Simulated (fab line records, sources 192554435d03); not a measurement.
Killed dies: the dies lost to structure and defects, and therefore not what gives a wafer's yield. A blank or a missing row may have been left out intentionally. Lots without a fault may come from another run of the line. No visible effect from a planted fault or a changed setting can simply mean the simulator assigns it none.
fab line records | flow n5_finfet
[record] lots = 3 | wafers = 8 | last_day = 17
route steps=1938 shown MOL_CONTACT_COAG@547 BEOL_M4@1111
lots untouched by any fault: they come from a run of this same line in which no faults occurred
start_h: hours from the record's first day to the start of the lot's first wafer shown | wait_h: hours elapsed since this lot's preceding step | " same as the row above | L1.1+2: several wafers, shown together as one row | - no value present, or no start provided | * or withheld: withheld | < > ~ a bound
route shown NAME@n: a module of which the file shows steps, and the number in the route of the first | usual: mean/standard deviation of fault-free wafers | same: alike in all rows | chamber/n: place in a boat | sites: each site's reading | _std_site: the standard deviation of these | _edge_site: the outer-site mean with the inner-site mean subtracted | radius_mm: for every site, how far away it sits from the centre of the wafer | mask NAME#n: copy n | behind: the last tool/chamber to shape the wafer | hold: what put the lot on hold/how long, in hours/how the hold closed | device: which transistor (n, p or np) failed to switch | end of line: the tests these same wafers got at the end of their route | a step given without rows: its recipe and nothing more | killed: at the first sort, the dies lost to defects and structure; wafer yield is something else | map: per-die view of a wafer (x killed, . not killed, _ where there is no die)
set.NAME: the setting the step ran with; set.NAME@STEP: the setting that earlier step ran with | model.NAME: the simulator's own value behind a step, which no gauge read
lots at some steps of the route; a table a step, a row a wafer
services: a tool's chamber out of use, with start hour (start_h, from the record's first day; less than 0 if before it), hours out, and reason
[[steps]]
[step N5_MOL_CONTACT_COAG_SPUTTER_143]
[recipe] material = Co | target_thk_a = 25 | temp_c = 25 | chamber_pressure_pa = 0.2
[step N5_MOL_CONTACT_COAG_CO_FILL_22]
[recipe] material = Co | target_thk_a = 200 | temp_c = 200 | precursor = CCTBA/H2 | pressure_torr = 30
[step N5_MOL_CONTACT_COAG_ANNEAL_113]
[recipe] temp_c = 400 | time_s = 300 | ambient = H2/N2
[step N5_MOL_CONTACT_COAG_PRE_CLEAN_142]
[recipe] gas = H2/He | time_s = 60 | temp_c = 300
[step N5_MOL_CONTACT_COAG_SPUTTER_130]
[recipe] material = Co | target_thk_a = 475 | temp_c = 25 | chamber_pressure_pa = 0.5 | power_w = 3000
[step N5_MOL_CONTACT_COAG_PRECLEAN_125]
[recipe] chemistry = DIW | time_s = 57.5 | temp_c = 23
[step N5_MOL_CONTACT_COAG_SRD_126]
[recipe] dry_time_s = 32 | dry = n2_spin | spin_rpm = 1500
[step N5_MOL_CONTACT_COAG_CMP_23]
[recipe] stop_on = SiO2 | t_overpolish_s = 1.5 | post_cmp_clean = cu_alkaline | down_force_psi = 2 | platen_rpm = 50.289 | pad_velocity_m_s = 1.0006 | target_thk_nm = 0
[step N5_MOL_CONTACT_COAG_WET_ETCH_26]
[recipe] target = Co | target_depth_nm = 13
[step N5_MOL_CONTACT_COAG_WET_ETCH_116]
[recipe] chemistry = SC1-inhibited | target_depth_nm = 4.6 | dry = ipa_marangoni | rinse_time_s = 30 | rinse_temp_c = 23
[step N5_MOL_CONTACT_COAG_ALD_27]
[recipe] material = SiOC | target_thk_a = 170 | temp_c = 400 | ald_precursor_family = carbosiloxane | ald_co_reactant = H2-plasma | pulse_time_s = 1.5 | time_s = 2720 | purge_time_s = 2 | co_reactant_purge_time_s = 2 | ald_cycles = 340 | pressure_torr = 2
[usual] ald_cycles = 340/0 | heater_power_w = 843/74 | precursor_pulse_height_rel = 1.003/0.019 | run_length_s = 2769.7/0.71 | time_s = 2720/0
lot.wafer | tool       | chamber | start_h | wait_h | ald_cycles | heater_power_w | precursor_pulse_height_rel | run_length_s | time_s | model.SiOC_of_MOL_CONTACT_COAG_ALD_27.thk_nm
L513.1    | ald_sin-02 | 2       | 117.28  | 0.0    | 340        | 801            | 1.007                      | 2769.0       | 2720   | 17
L513.2    | "          | 0       | "       | "      | 340        | 804            | 0.978                      | 2769.1       | 2720   | 17
L513.6    | "          | 1       | "       | "      | 340        | 859            | 1.020                      | 2768.9       | 2720   | 17
L518.1    | ald_sin-02 | 0       | 145.87  | 0.0    | 340        | 770            | 0.974                      | 2769.0       | 2720   | 17
L518.2    | "          | 1       | "       | "      | 175        | 879            | 1.014                      | 1449.7       | 1400   | 8.8
L525.2    | ald_sin-03 | 0       | 186.38  | 0.2    | 340        | 727            | 0.960                      | 2770.0       | 2720   | 16.8
L525.5    | "          | 0       | "       | "      | 340        | 719            | 0.978                      | 2769.5       | 2720   | 17
L525.6    | "          | 1       | "       | "      | 340        | 888            | 0.979                      | 2769.3       | 2720   | 17
[step N5_MOL_CONTACT_COAG_CMP_28]
[recipe] stop_on = SiNx | t_overpolish_s = 0.85 | post_cmp_clean = alkaline_brush | down_force_psi = 4.15 | platen_rpm = 51.8 | pad_velocity_m_s = 1.0307 | target_thk_nm = 14.522
[usual] head_pressure_psi = 4.151/0.0094 | motor_current_A = 12.8/1.6
lot.wafer | tool   | chamber | start_h | wait_h | head_pressure_psi | motor_current_A | model.SiOC_of_MOL_CONTACT_COAG_ALD_27.thk_nm
L513.1    | cmp-01 | 1       | 118.93  | 0.9    | 4.137             | 10.8            | 13.4
L513.2    | "      | 2       | "       | "      | 4.161             | 15.9            | 14.6
L513.6    | "      | 0       | "       | "      | 4.140             | 15.4            | 13.8
L518.1    | cmp-01 | 3       | 147.48  | 0.8    | 4.162             | 11.8            | 14.2
L518.2    | "      | 0       | "       | "      | 4.151             | 14.4            | 8.8
L525.2    | cmp-03 | 1       | 188.03  | 0.9    | 4.140             | 11.3            | 15.8
L525.6    | "      | 3       | "       | "      | 4.156             | 12.4            | 15.8
L525.5    | "      | 0       | "       | "      | 4.162             | 11.9            | 14.8
[step N5_MOL_CONTACT_COAG_ALD_123]
[recipe] material = SiNx | target_thk_a = 50 | temp_c = 400 | ald_precursor_family = SiH2I2 | ald_co_reactant = N2/H2-plasma | pulse_time_s = 1 | purge_time_s = 2 | co_reactant_purge_time_s = 2 | ald_cycles = 100 | pressure_torr = 2
[step N5_MOL_CONTACT_COAG_PECVD_31]
[recipe] material = SiO2 | target_thk_a = 460 | temp_c = 400 | precursor = TEOS/O2 | pressure_torr = 6.5 | rf_w = withheld | teos_flow_sccm = withheld | gas = O2 | flow_sccm = 2650 | time_s = 8.9
[step N5_MOL_CONTACT_COAG_COAT_75]
[recipe] resist = SOC | temp_c = 250 | time_s = 60 | spin_rpm = 1500 | resist_thk_nm = 60
[step N5_MOL_CONTACT_COAG_COAT_76]
[recipe] resist = SiARC | temp_c = 220 | time_s = 60 | spin_rpm = 1500 | resist_thk_nm = 10
[step N5_MOL_CONTACT_COAG_COAT_77]
[recipe] resist = underlayer | temp_c = 205 | time_s = 60 | spin_rpm = 1500 | resist_thk_nm = 10
[step N5_MOL_CONTACT_COAG_COAT_78]
[recipe] resist = CAR-EUV | spin_rpm = 1500 | resist_thk_nm = 40
[step N5_MOL_CONTACT_COAG_EBR_80]
[recipe] solvent = PGMEA | ebr_width_mm = 1.5
[step N5_MOL_CONTACT_COAG_SOFTBAKE_79]
[recipe] temp_c = 110 | time_s = 60 | resist = CAR-EUV
[step N5_MOL_CONTACT_COAG_EXPOSE_81]
[recipe] mask_id = VG | na = 0.33 | source_shape = annular | sigma_inner = 0.3 | sigma_outer = 0.7 | polarization = unpolarized | defocus_nm = 0 | dose_mj = 59.5
[step N5_MOL_CONTACT_COAG_PEB_82]
[recipe] peb_temp_c = 100 | peb_time_s = 60 | resist = CAR-EUV
[step N5_MOL_CONTACT_COAG_DEVELOP_83]
[recipe] develop_time_s = 30 | developer = TMAH | resist = CAR-EUV | rinse_liquid = surfactant_rinse | dry = air_spin | dev_temp_c = 23
[step N5_MOL_CONTACT_COAG_DESCUM_88]
[recipe] chemistry = O2 | time_s = 7 | source_power_w = 50 | bias_power_w = 20 | pressure_mtorr = 20 | rf_frequency_hz = 2.712e+07 | temp_c = 40 | resist = CAR-EUV | o2_flow_sccm = 225
[step N5_MOL_CONTACT_COAG_ETCH_89]
[recipe] chemistry = N2/H2 | target = underlayer | target_depth_a = 130 | mask_material = CAR-EUV | time_s = 10.4 | ion_energy_ev = 200 | pressure_mtorr = 30 | source_w = 840 | bias_w = 150 | n2_flow_sccm = 200 | h2_flow_sccm = 200 | ends = cleared
[step N5_MOL_CONTACT_COAG_ETCH_90]
[recipe] chemistry = CF4 | target = SiARC | target_depth_a = 130 | mask_material = CAR-EUV | time_s = 21.7 | ion_energy_ev = 80 | pressure_mtorr = 40 | source_w = 545 | bias_w = 36 | Ar_flow_sccm = 100 | cf4_flow_sccm = 100 | ends = cleared
[step N5_MOL_CONTACT_COAG_ALD_131]
[recipe] material = SiO2 | target_thk_a = 50 | temp_c = 100 | ald_precursor_family = BDEAS | ald_co_reactant = O2-plasma | pulse_time_s = 1 | co_reactant_pulse_time_s = 1 | purge_time_s = 2 | co_reactant_purge_time_s = 2 | ald_cycles = 35 | pressure_torr = 2
[step N5_MOL_CONTACT_COAG_ETCHBACK_132]
[recipe] chemistry = CHF3 | target = SiO2 | target_depth_a = 100 | time_s = 6.7 | ion_energy_ev = 200 | pressure_mtorr = 30 | source_w = 610 | bias_w = 170 | Ar_flow_sccm = 200 | CHF3_flow_sccm = 50
[step N5_MOL_CONTACT_COAG_ETCH_91]
[recipe] chemistry = N2/H2 | target = SOC | target_depth_a = 600 | overetch_a = 210 | mask_material = SiARC | temp_c = 40 | time_s = 101.2 | ion_energy_ev = 200 | pressure_mtorr = 30 | source_w = 840 | bias_w = 150 | n2_flow_sccm = 200 | h2_flow_sccm = 200
[step N5_MOL_CONTACT_COAG_STRIP_92]
[recipe] chemistry = N2/H2 | temp_c = 40 | n2_flow_sccm = 200 | h2_flow_sccm = 200 | rf_frequency_hz = 6e+07
[step N5_MOL_CONTACT_COAG_STRIP_93]
[recipe] chemistry = N2/H2 | temp_c = 40 | n2_flow_sccm = 200 | h2_flow_sccm = 200 | rf_frequency_hz = 6e+07
[step N5_MOL_CONTACT_COAG_ETCHBACK_135]
[recipe] chemistry = CHF3 | target = SiO2 | target_depth_a = 250 | time_s = 16.7 | ion_energy_ev = 200 | pressure_mtorr = 30 | source_w = 610 | bias_w = 170 | Ar_flow_sccm = 200 | CHF3_flow_sccm = 50
[step N5_MOL_CONTACT_COAG_STRIP_118]
[recipe] chemistry = CHF3 | resist = SiARC | rf_frequency_hz = 6e+07
[step N5_MOL_CONTACT_COAG_VIA_ETCH_46]
[recipe] chemistry = C4F6/O2 | target_depth_a = 460 | overetch_a = 92 | mask_material = SOC | target = SiO2 | bias_w = 455 | pressure_mtorr = 10 | time_s = 40 | source_w = 325 | Ar_flow_sccm = 300 | C4F6_flow_sccm = 10 | O2_flow_sccm = 10 | ion_energy_ev = 575.3 | ends = end_point
[step N5_MOL_CONTACT_COAG_STRIP_96]
[recipe] chemistry = N2/H2 | power_w = 500 | temp_c = 40 | pressure_mtorr = 50 | rf_frequency_hz = 6e+07 | overash_fraction = 0.3 | bias_power_w = 28 | h2_frac = 0.5 | n2_flow_sccm = 300 | h2_flow_sccm = 300
[step N5_MOL_CONTACT_COAG_ETCH_47]
[recipe] chemistry = CH3F/O2 | target = SiNx | target_depth_a = 270 | mask_material = SiO2 | stop_on = W | over_etch_frac = 0.2 | ion_energy_ev = 120 | endpoint = OES-CN | pressure_mtorr = 30 | source_w = 395 | bias_w = 73 | Ar_flow_sccm = 150 | CH3F_flow_sccm = 30 | O2_flow_sccm = 20 | ends = end_point
[step N5_MOL_CONTACT_COAG_ETCH_48]
[recipe] chemistry = C4F6/O2 | target_depth_a = 150 | overetch_a = 45 | mask_material = SOC | target = SiOC | bias_w = 465 | pressure_mtorr = 10 | time_s = 17 | source_w = 335 | Ar_flow_sccm = 300 | C4F6_flow_sccm = 10 | O2_flow_sccm = 10 | ion_energy_ev = 576
[usual] drypump_motor_current_A = 5.9/0.55 | oes_product_au = 0.61/0.065 | rf_fwd_power_W = 332.6/1.2 | rf_vpp_V = 1593/30 | showerhead_plenum_p_Torr = 2.87/0.095 | throttle_valve_pct = 40.35/0.25
lot.wafer | tool        | chamber | start_h | wait_h | drypump_motor_current_A | oes_product_au | rf_fwd_power_W | rf_hours_counter_h | rf_vpp_V | showerhead_plenum_p_Torr | throttle_valve_pct | model.etch.depth_nm
L513.1    | rie_diel-02 | 2       | 122.44  | 0.0    | 5.2                     | 0.56           | 331.8          | 219                | 1582     | 2.82                     | 40.69              | 13.44
L513.2    | "           | 1       | "       | "      | 5.5                     | 0.62           | 332.9          | 188                | 1574     | 2.81                     | 40.32              | 14.61
L513.6    | "           | 3       | "       | "      | 6.4                     | 0.60           | 330.1          | -                  | 1565     | 2.72                     | 40.05              | 13.73
L518.1    | rie_diel-02 | 2       | 150.62  | 0.0    | 5.2                     | 0.57           | 332.7          | 232                | 1582     | 2.82                     | 40.71              | 14.13
L518.2    | "           | 3       | "       | "      | 6.4                     | 0.48           | 332.2          | 170                | 1564     | 2.71                     | 40.01              | 8.701
L525.2    | rie_diel-03 | 0       | 192.83  | 0.0    | 4.9                     | 0.84           | 331.4          | 3                  | 1577     | 2.80                     | 40.21              | 15.87
L525.5    | "           | 3       | "       | "      | 6.1                     | 0.58           | 333.0          | -                  | 1591     | 2.68                     | 40.31              | 14.88
L525.6    | "           | 0       | "       | "      | 4.9                     | 0.84           | 331.8          | -                  | 1577     | 2.80                     | 40.23              | 15.71
[step N5_BEOL_M4_RC_MEAS_101]
[usual] DIBL_N = 36.3/1.6 | DIBL_P = 36.4/2.1 | IOFF_N = 0.16/0.032 | IOFF_P = 0.22/0.044 | ION_N = 675/12 | ION_P = 463/8.3 | SS_N = 71.6/0.64 | SS_P = 73.3/0.67 | VT_N = 250/3.3 | VT_P = -250/3.7
lot.wafer | tool      | chamber | start_h | wait_h | DIBL_N[mV/V] | DIBL_P[mV/V] | IOFF_N[nA/um] | IOFF_P[nA/um] | ION_N[uA/um] | ION_P[uA/um] | SS_N[mV/dec] | SS_P[mV/dec] | VT_N[mV] | VT_P[mV]
L513.1    | prober-02 | 0       | 226.12  | 0.0    | 37.9         | 37.7         | 0.17          | 0.22          | 676          | 462          | 71.0         | 73.4         | 253      | -249
L513.2    | "         | 0       | "       | "      | 36.7         | 36.1         | 0.15          | 0.20          | 657          | 453          | 71.7         | 73.3         | 255      | -254
L513.6    | "         | 0       | "       | "      | 37.2         | 36.8         | 0.15          | 0.21          | 660          | 455          | 71.8         | 73.8         | 253      | -252
L518.1    | prober-01 | 0       | 254.70  | 0.0    | 38.7         | 39.0         | 0.20          | 0.32          | 664          | 472          | 73.3         | 73.9         | 248      | -242
L518.2    | "         | 0       | "       | "      | 37.6         | 37.0         | 0.17          | 0.28          | 682          | 475          | 72.1         | 72.7         | 250      | -244
L525.2    | prober-02 | 0       | 306.26  | 0.9    | 34.9         | 36.5         | 0.16          | 0.22          | 686          | 473          | 71.5         | 73.9         | 248      | -252
L525.5    | "         | 0       | "       | "      | 33.3         | 33.8         | 0.12          | 0.18          | 653          | 452          | 71.9         | 72.8         | 255      | -253
L525.6    | "         | 0       | "       | "      | 33.3         | 33.3         | 0.12          | 0.18          | 662          | 456          | 70.7         | 73.7         | 254      | -251
[[services]]
tool        | chamber | start_h | hours | kind
ald_sin-03  | 3       | 111.15  | 14.7  | repair
rie_diel-02 | 0       | 115.19  | -     | clean
rie_diel-02 | 0       | 115.19  | -     | consumable_replace:focus_ring
rie_diel-02 | 0       | 115.19  | -     | consumable_replace:showerhead
rie_diel-02 | 0       | 115.19  | 21.1  | scheduled_down
rie_diel-02 | 0       | 115.19  | 21.1  | vent_cycle
rie_diel-03 | 2       | 127.70  | 2.8   | repair
cmp-01      | -       | 141.47  | 0.4   | repair
rie_diel-03 | 0       | 163.82  | -     | clean
rie_diel-03 | 0       | 163.82  | -     | consumable_replace:focus_ring
rie_diel-03 | 0       | 163.82  | 23.9  | scheduled_down
ald_sin-02  | -       | 176.76  | 14.0  | pm
ald_sin-02  | 0       | 176.76  | 14.0  | vent_cycle
ald_sin-02  | 1       | 176.76  | 14.0  | vent_cycle
ald_sin-02  | 2       | 176.76  | 14.0  | vent_cycle
ald_sin-02  | 3       | 176.76  | 14.0  | vent_cycle
cmp-03      | -       | 177.04  | 1.1   | repair
cmp-03      | -       | 183.75  | 0.2   | repair
rie_diel-02 | 2       | 187.41  | 4.7   | repair
ald_sin-02  | 0       | 190.76  | -     | clean
ald_sin-02  | 1       | 190.76  | -     | clean
ald_sin-02  | 2       | 190.76  | -     | clean
ald_sin-02  | 3       | 190.76  | -     | clean
ald_sin-03  | 2       | 191.18  | 3.0   | repair
[[key]]
[first_sign] step = N5_MOL_CONTACT_COAG_ALD_27 | reading = ald_cycles | direction = down | sigmas = 99+ | usual = * | struck = *
[effect] step = N5_MOL_CONTACT_COAG_ALD_27 | reading = time_s | direction = down | sigmas = 99+ | usual = * | struck = *
[model_effect] step = N5_MOL_CONTACT_COAG_ALD_27 | value = SiOC_of_MOL_CONTACT_COAG_ALD_27.thk_nm | without = 17 | struck = 8.8
[model_effect] step = N5_MOL_CONTACT_COAG_CMP_28 | value = SiOC_of_MOL_CONTACT_COAG_ALD_27.thk_nm | without = 13 | struck = 8.8
[model_effect] step = N5_MOL_CONTACT_COAG_ETCH_48 | value = etch.depth_nm | without = 12.94 | struck = 8.701
met_at N5_MOL_CONTACT_COAG_ALD_27
struck_wafers L518.2
onset_between 117.28 145.87
[fault] kind = process_parameter_drift | tool = ald_sin-02 | chamber = - | onset_h = 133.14 | steps = N5_MOL_CONTACT_COAG_ALD_27 | channel = ald_cycles | offset = * | shape = step | end_h = 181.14 | scope = struck_wafers_only | acts_in = * | stated = *
